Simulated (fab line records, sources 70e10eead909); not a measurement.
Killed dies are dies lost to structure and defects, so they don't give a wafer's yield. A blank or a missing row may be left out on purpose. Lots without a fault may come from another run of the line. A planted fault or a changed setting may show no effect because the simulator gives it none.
Chamber matching | flow nand_harc | NHARC_P_CONTACT_DEP_30 on pecvd-01: 3 sister chambers
The step deposits SiNx, target thk 30 nm. 6 wafers are shown with their chamber, then 10 later ones without.

WAFERS WITH THEIR CHAMBER
wafer  | chamber | heater_power_w (W)
L081.2 | 2       | 565
L083.1 | 0       | 849
L083.2 | 1       | 644
L083.5 | 0       | 862
L084.4 | 1       | 565
L084.5 | 2       | 574

WAFERS WITHOUT THEIR CHAMBER
wafer  | heater_power_w (W)
L084.6 | 759
L091.1 | 579
L091.2 | 746
L091.3 | 622
L092.1 | 521
L092.2 | 846
L092.6 | 508
L094.2 | 760
L094.4 | 599
L094.5 | 526

WHICH CHAMBER EACH WENT THROUGH
wafer  | from the rows above     | in truth
L084.6 | can't be placed: 0 or 1 | 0
L091.1 | can't be placed: 2 or 1 | 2
L091.2 | can't be placed: 0 or 1 | 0
L091.3 | can't be placed: 1 or 2 | 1
L092.1 | can't be placed: 2 or 1 | 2
L092.2 | 0                       | 0
L092.6 | can't be placed: 2 or 1 | 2
L094.2 | can't be placed: 0 or 1 | 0
L094.4 | can't be placed: 1 or 2 | 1
L094.5 | can't be placed: 2 or 1 | 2
Placed correctly: 1 of 10. Can't be placed from these rows: 9 (the true chamber is among the candidates in 9). Placed wrongly: 0.
How it was worked out, from the rows above alone: a wafer's distance from a chamber is the root of the sum, over the readings, of the square of ((its reading less the chamber's mean) divided by the reading's scatter). The wafer belongs to the nearest chamber; if the next one is less than 2 further off, it can't be placed. A chamber's mean is the mean of its shown wafers. The scatter: the root of (the sum of the squares of (reading less its chamber's mean) over the shown wafers, divided by (wafers less chambers)).
